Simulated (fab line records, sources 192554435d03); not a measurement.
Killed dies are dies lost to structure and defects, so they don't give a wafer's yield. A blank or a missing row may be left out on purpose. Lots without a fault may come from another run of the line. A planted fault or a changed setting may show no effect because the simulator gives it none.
Chamber matching | flow n5_finfet | N5_WELL_APT_DESCUM_30 on rie_diel-01: 4 sister chambers
The step chemistry O2, time 7.9 s. 20 wafers are shown with their chamber, then 10 later ones without.

WAFERS WITH THEIR CHAMBER
wafer  | chamber | drypump_motor_current_A (A) | showerhead_plenum_p_Torr (Torr) | throttle_valve_pct (%)
L074.1 | 0       | 5.32                        | 2.17                            | 20.26
L074.2 | 1       | 5.64                        | 2.00                            | 20.36
L074.6 | 1       | 5.62                        | 2.00                            | 20.32
L075.2 | 1       | 5.64                        | 2.00                            | 20.33
L075.3 | 2       | 5.77                        | 2.01                            | 20.40
L075.5 | 3       | 5.25                        | 2.05                            | 20.40
L076.3 | 0       | 5.33                        | 2.17                            | 20.29
L076.4 | 2       | 5.77                        | 2.00                            | 20.40
L076.5 | 0       | 5.33                        | 2.17                            | 20.27
L078.3 | 3       | 5.23                        | 2.04                            | 20.41
L078.4 | 2       | 5.77                        | 2.00                            | 20.45
L078.6 | 0       | 5.33                        | 2.17                            | 20.27
L082.1 | 2       | 5.76                        | 2.00                            | 20.43
L082.2 | 3       | 5.23                        | 2.04                            | 20.43
L082.4 | 0       | 5.34                        | 2.17                            | 20.29
L086.2 | 0       | 5.34                        | 2.16                            | 20.32
L086.3 | 1       | 5.63                        | 2.00                            | 20.36
L086.4 | 0       | 5.33                        | 2.16                            | 20.33
L087.2 | 2       | 5.76                        | 2.00                            | 20.46
L087.3 | 0       | 5.35                        | 2.16                            | 20.31

SIGNATURES (means of the wafers above)
reading                  | chamber 0 | chamber 1 | chamber 2 | chamber 3 | scatter within a chamber
drypump_motor_current_A  | 5.3338    | 5.6325    | 5.7660    | 5.2367    | 0.00884
showerhead_plenum_p_Torr | 2.1662    | 2.0000    | 2.0020    | 2.0433    | 0.00457
throttle_valve_pct       | 20.2925   | 20.3425   | 20.4280   | 20.4133   | 0.0242
Rule: a wafer's distance from a chamber is the root of the sum, over the readings, of the square of ((its reading less the chamber's mean) divided by the reading's scatter). The wafer belongs to the nearest chamber; if the next one is less than 2 further off, it can't be placed. The scatter: the root of (the sum of the squares of (reading less its chamber's mean) over the shown wafers, divided by (wafers less chambers)).

WAFERS WITHOUT THEIR CHAMBER
wafer  | drypump_motor_current_A (A) | showerhead_plenum_p_Torr (Torr) | throttle_valve_pct (%)
L087.4 | 5.76                        | 2.00                            | 20.44
L093.1 | 5.25                        | 2.03                            | 20.08
L093.2 | 5.78                        | 1.99                            | 20.47
L093.4 | 5.64                        | 1.99                            | 20.37
L094.2 | 5.76                        | 1.99                            | 20.48
L094.3 | 5.27                        | 2.03                            | 20.07
L094.4 | 5.64                        | 1.99                            | 20.40
L095.3 | 5.75                        | 1.99                            | 20.48
L095.4 | 5.65                        | 1.99                            | 20.37
L095.5 | 5.34                        | 2.16                            | 20.34

WHICH CHAMBER EACH WENT THROUGH
wafer  | from the rows above | in truth
L087.4 | 2                   | 2
L093.1 | 3                   | 3
L093.2 | 2                   | 2
L093.4 | 1                   | 1
L094.2 | 2                   | 2
L094.3 | 3                   | 3
L094.4 | 1                   | 1
L095.3 | 2                   | 2
L095.4 | 1                   | 1
L095.5 | 0                   | 0
Placed correctly: 10 of 10. Can't be placed from these rows: 0. Placed wrongly: 0.
